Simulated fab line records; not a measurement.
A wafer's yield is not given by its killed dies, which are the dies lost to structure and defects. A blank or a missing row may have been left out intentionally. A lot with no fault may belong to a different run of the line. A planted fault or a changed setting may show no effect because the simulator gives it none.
Which tool was responsible? + flow nand_harc + 12 lots, 36 wafers sampled, at 6 steps of a route of 1302

== WHAT THE GAUGES READ, wafer by wafer ==
NHARC_P_M2_OVL_MEAS_10: pitch 340 nm.
| lot  | measured     | on         | overlay_x_nm (nm) |
|------|--------------|------------|-------------------|
| L075 | day 6 21:27  | overlay-01 | 0.2 0.7 0.2       |
| L077 | day 7 10:37  | overlay-02 | 0.1 0.4 0.0       |
| L079 | day 8 09:04  | overlay-02 | 1.4 1.3 1.4       |
| L081 | day 9 02:16  | overlay-01 | -1.3 -1.1 -1.2    |
| L083 | day 9 23:45  | overlay-01 | -0.6 -0.9 -0.2    |
| L085 | day 10 21:40 | overlay-01 | 0.0 -0.3 -0.2     |
| L087 | day 11 21:09 | overlay-02 | 0.9 1.2 1.5       |
| L088 | day 12 14:22 | overlay-01 | 0.0 -0.2 -0.1     |
| L091 | day 13 09:43 | overlay-02 | -0.6 -0.7 -0.9    |
| L093 | day 14 14:17 | overlay-01 | 0.3 0.5 0.2       |
| L095 | day 14 22:04 | overlay-02 | 1.1 1.1 -0.2      |
| L097 | day 15 18:31 | overlay-01 | 0.5 -0.1 0.6      |

== TOOL THAT RAN EACH LOT (tool first, then ch and the chambers of the sampled wafers, then the start) ==
| lot  | NHARC_P_GATE_DESCUM_48             | NHARC_P_GATE_RTA_64              | NHARC_P_CONTACT_CMP_01        | NHARC_P_M1_ANNEAL_31             | NHARC_P_M1_PRE_CLEAN_32         |
|------|------------------------------------|----------------------------------|-------------------------------|----------------------------------|---------------------------------|
| L075 | rie_diel-11 ch 0,1,3, day 6 00:37  | rtp_anneal-02 ch 0, day 6 06:02  | cmp-03 ch 0,2,3, day 6 08:20  | rtp_anneal-01 ch 0, day 6 19:10  | pecvd-04 ch 1,2, day 6 20:04    |
| L077 | rie_diel-11 ch 0,2, day 6 14:01    | rtp_anneal-02 ch 0, day 6 19:13  | cmp-03 ch 0,1,3, day 6 21:21  | rtp_anneal-01 ch 0, day 7 08:18  | pecvd-02 ch 0,1,2, day 7 09:11  |
| L079 | rie_diel-07 ch 0,1,2, day 7 12:25  | rtp_anneal-02 ch 0, day 7 17:16  | cmp-01 ch 0,1,3, day 7 19:18  | rtp_anneal-02 ch 0, day 8 06:53  | pecvd-01 ch 0,1,2, day 8 07:47  |
| L081 | rie_diel-07 ch 1,3, day 8 05:36    | rtp_anneal-02 ch 0, day 8 10:41  | cmp-01 ch 0,1,2, day 8 12:47  | rtp_anneal-01 ch 0, day 9 00:04  | pecvd-02 ch 1,2, day 9 00:59    |
| L083 | rie_diel-07 ch 0,1,3, day 9 03:17  | rtp_anneal-02 ch 0, day 9 08:19  | cmp-02 ch 0,1,2, day 9 10:22  | rtp_anneal-01 ch 0, day 9 21:35  | pecvd-02 ch 0,2, day 9 22:28    |
| L085 | rie_diel-07 ch 0,1,3, day 10 01:13 | rtp_anneal-02 ch 0, day 10 06:24 | cmp-03 ch 0,1,3, day 10 08:28 | rtp_anneal-02 ch 0, day 10 19:26 | pecvd-04 ch 0,1,2, day 10 20:16 |
| L087 | rie_diel-06 ch 0,1,3, day 11 00:30 | rtp_anneal-01 ch 0, day 11 05:41 | cmp-03 ch 0,3, day 11 07:45   | rtp_anneal-02 ch 0, day 11 18:50 | pecvd-01 ch 0,1,2, day 11 19:44 |
| L088 | rie_diel-06 ch 1,2,3, day 11 17:41 | rtp_anneal-01 ch 0, day 11 22:41 | cmp-03 ch 0,1,2, day 12 00:46 | rtp_anneal-01 ch 0, day 12 12:01 | pecvd-02 ch 0,1, day 12 12:48   |
| L091 | rie_diel-06 ch 0,1,2, day 12 13:23 | rtp_anneal-02 ch 0, day 12 18:17 | cmp-03 ch 1,2,3, day 12 20:19 | rtp_anneal-02 ch 0, day 13 07:25 | pecvd-04 ch 0,2, day 13 08:17   |
| L093 | rie_diel-11 ch 0,3, day 13 17:01   | rtp_anneal-02 ch 0, day 13 22:11 | cmp-02 ch 1,2, day 14 00:11   | rtp_anneal-02 ch 0, day 14 12:03 | pecvd-02 ch 0,1, day 14 12:54   |
| L095 | rie_diel-11 ch 0,3, day 14 01:53   | rtp_anneal-01 ch 0, day 14 06:57 | cmp-01 ch 0,1,2, day 14 08:59 | rtp_anneal-02 ch 0, day 14 19:46 | pecvd-04 ch 0,1,2, day 14 20:40 |
| L097 | rie_diel-11 ch 0,1,2, day 14 21:47 | rtp_anneal-02 ch 0, day 15 02:47 | cmp-02 ch 1,2,3, day 15 04:49 | rtp_anneal-02 ch 0, day 15 16:13 | pecvd-02 ch 0,1,2, day 15 17:07 |
- NHARC_P_GATE_DESCUM_48: chemistry O2, time 3 s.
- NHARC_P_GATE_RTA_64: time 1 s.
- NHARC_P_CONTACT_CMP_01: polishes SiO2, target thk 200 nm.
- NHARC_P_M1_ANNEAL_31: time 90 s.
- NHARC_P_M1_PRE_CLEAN_32: time 12 s.

== THE ANSWER, worked out from the rows above alone ==
Rule: usual is defined by the lots themselves. The widest of any qualifying gaps counts: lots, ordered by their means at a reading, are off when they make up no more than a third of the lots, leave a main group of 4 or more, and stand apart from it by 3 or more times the standard deviation of that group's means. Not used: any main group whose means are identical at the precision the tables above print for the reading. Also off: a lot with no number at a reading for which 4 or more lots have one. All remaining lots with rows at the step are treated as sound.
None of the lots is off at any reading shown; this tells nothing.

== WHAT THE SIMULATOR HAD PUT IN ==
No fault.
